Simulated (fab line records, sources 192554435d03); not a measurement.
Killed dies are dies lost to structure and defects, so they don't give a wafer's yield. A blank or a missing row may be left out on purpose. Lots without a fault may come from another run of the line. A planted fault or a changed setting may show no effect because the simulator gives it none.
Chamber matching | flow n5_finfet | N5_BEOL_M1_ETCH_70 on rie_diel-03: 4 sister chambers
The step etches SOC in N2/H2, target depth 80 nm, overetch 16 nm, time 120 s. 14 wafers are shown with their chamber, then 7 later ones without.

WAFERS WITH THEIR CHAMBER
wafer  | chamber | drypump_motor_current_A (A) | showerhead_plenum_p_Torr (Torr) | throttle_valve_pct (%)
L076.2 | 1       | 6.2                         | 2.66                            | 17.83
L076.3 | 3       | 6.3                         | 2.60                            | 17.59
L076.6 | 1       | 6.2                         | 2.66                            | 17.82
L077.3 | 2       | 5.4                         | 2.55                            | 17.83
L077.4 | 1       | 6.2                         | 2.66                            | 17.84
L077.6 | 3       | 6.2                         | 2.60                            | 17.58
L081.4 | 3       | 6.2                         | 2.60                            | 17.60
L081.5 | 0       | 6.2                         | 2.45                            | 17.49
L081.6 | 3       | 6.2                         | 2.60                            | 17.61
L086.2 | 3       | 6.2                         | 2.60                            | 17.60
L086.3 | 0       | 6.2                         | 2.45                            | 17.50
L086.5 | 3       | 6.2                         | 2.60                            | 17.62
L092.1 | 0       | 6.2                         | 2.44                            | 17.54
L092.4 | 3       | 6.2                         | 2.59                            | 17.63

SIGNATURES (means of the wafers above)
reading                  | chamber 0 | chamber 1 | chamber 2 | chamber 3 | scatter within a chamber
drypump_motor_current_A  | 6.200     | 6.200     | 5.400     | 6.214     | 0.0293
showerhead_plenum_p_Torr | 2.4467    | 2.6600    | 2.5500    | 2.5986    | 0.0039
throttle_valve_pct       | 17.5100   | 17.8300   | 17.8300   | 17.6043   | 0.0184
Rule: a wafer's distance from a chamber is the root of the sum, over the readings, of the square of ((its reading less the chamber's mean) divided by the reading's scatter). The wafer belongs to the nearest chamber; if the next one is less than 2 further off, it can't be placed. The scatter: the root of (the sum of the squares of (reading less its chamber's mean) over the shown wafers, divided by (wafers less chambers)).

WAFERS WITHOUT THEIR CHAMBER
wafer  | drypump_motor_current_A (A) | showerhead_plenum_p_Torr (Torr) | throttle_valve_pct (%)
L092.6 | 6.2                         | 2.44                            | 17.53
L096.2 | 6.2                         | 2.44                            | 17.54
L096.4 | 6.2                         | 2.59                            | 17.63
L096.5 | 6.2                         | 2.65                            | 17.90
L097.1 | 6.2                         | 2.44                            | 17.54
L097.2 | 6.2                         | 2.65                            | 17.88
L097.5 | 6.2                         | 2.44                            | 17.54

WHICH CHAMBER EACH WENT THROUGH
wafer  | from the rows above | in truth
L092.6 | 0                   | 0
L096.2 | 0                   | 0
L096.4 | 3                   | 3
L096.5 | 1                   | 1
L097.1 | 0                   | 0
L097.2 | 1                   | 1
L097.5 | 0                   | 0
Placed correctly: 7 of 7. Can't be placed from these rows: 0. Placed wrongly: 0.
